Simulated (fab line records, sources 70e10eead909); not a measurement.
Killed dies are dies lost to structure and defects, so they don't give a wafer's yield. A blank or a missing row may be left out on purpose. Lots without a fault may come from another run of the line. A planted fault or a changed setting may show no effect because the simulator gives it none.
Problem report in the 8D (eight disciplines) form, filled by code | flow nand_harc | the parts of the form that need people (team, actions taken, sign-off) are left out

1. THE PROBLEM
killed_at_array at NHARC_END_SORT_01 reads a mean of 486 on 3 wafers of 2 lots; wafers without a fault read 56 with a standard deviation of 19. That is +23 standard deviations from the usual mean.
First seen on wafer L306.1, day 27 21:47, on prober-02. The record holds 6 wafers of 2 lots with a number at this step. Rule for "out", or "out of limits": more than 4 standard deviations from the usual mean. The other wafers with a number count as sound.

2. WHAT IT IS AND WHAT IT IS NOT
question                    | is                           | is not
which readings at this step | killed_at_array, killed_dies | killed_at_periphery, killed_open, killed_short
which lots                  | L306, L309                   | -
which wafers of those lots  | L306.1, L306.6, L309.6       | L306.2, L309.3, L309.4
read on which gauges        | prober-01, prober-02         | -
when                        | from day 27 21:47            | up to then (0 sound wafers); but 3 sound wafers of L306, L309 came after

3. SUSPECTS, AND WHAT RULES EACH OUT
Counting: a tool at a process step up to the reading stays a suspect if it ran every lot that is out. Sound lots after the first of them don't rule it out here, since some wafers of a struck lot are sound.
- the gauge at NHARC_END_SORT_01: ruled out. The wafers that are out were read on 2 gauges (prober-01, prober-02).
- rie_diel-11 at NHARC_A_BLC_ETCH_16 (etches the open film in CF4, target depth 39 nm, time 65 s): kept. It ran every lot that is out, first L306 (day 25 10:37). Its own readings are out on those wafers: run_length_s.
Left after counting: rie_diel-11 at NHARC_A_BLC_ETCH_16.

4. THE CAUSE (what the simulator had put in)
Process parameter drift: rie_diel-11, from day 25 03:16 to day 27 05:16, at NHARC_A_BLC_ETCH_16. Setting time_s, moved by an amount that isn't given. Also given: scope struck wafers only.
Counting left only this tool.

5. THE CHAIN OF EFFECTS, in route order
Each row: a reading whose mean over the struck wafers that have a number lies more than 3 standard deviations from the usual. Only readings for which the record gives a usual standard deviation are gone through. hours: the time from each lot's start at the first step in this table that gives one to its start at this step, as a median over the lots. sigmas: the change in usual standard deviations.
hours | step                | reading         | usual  | on struck wafers | change | sigmas
0     | NHARC_A_BLC_ETCH_16 | run_length_s    | 86.3 s | 67.3             | -19.0  | -41
55    | NHARC_END_SORT_01   | killed_at_array | 56     | 486              | +430   | +23
55    | NHARC_END_SORT_01   | killed_dies     | 61     | 488              | +427   | +22
The process steps in it:
- NHARC_A_BLC_ETCH_16: etches the open film in CF4, target depth 39 nm, time 65 s.

6. WHAT WOULD HAVE CAUGHT IT SOONER
In this record the first reading out of limits at a measuring or inspecting step was taken at day 27 21:47, 67 hours after the fault began at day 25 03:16.
The tool's own readings at NHARC_A_BLC_ETCH_16 were out on every struck wafer that the step has a row for (run_length_s): an alarm limit on them would have fired on the first of those.
All the lots that are out (2) had begun NHARC_A_BLC_ETCH_16 on rie_diel-11 by day 27 21:47. A hold on the tool at that time would have spared none of them.
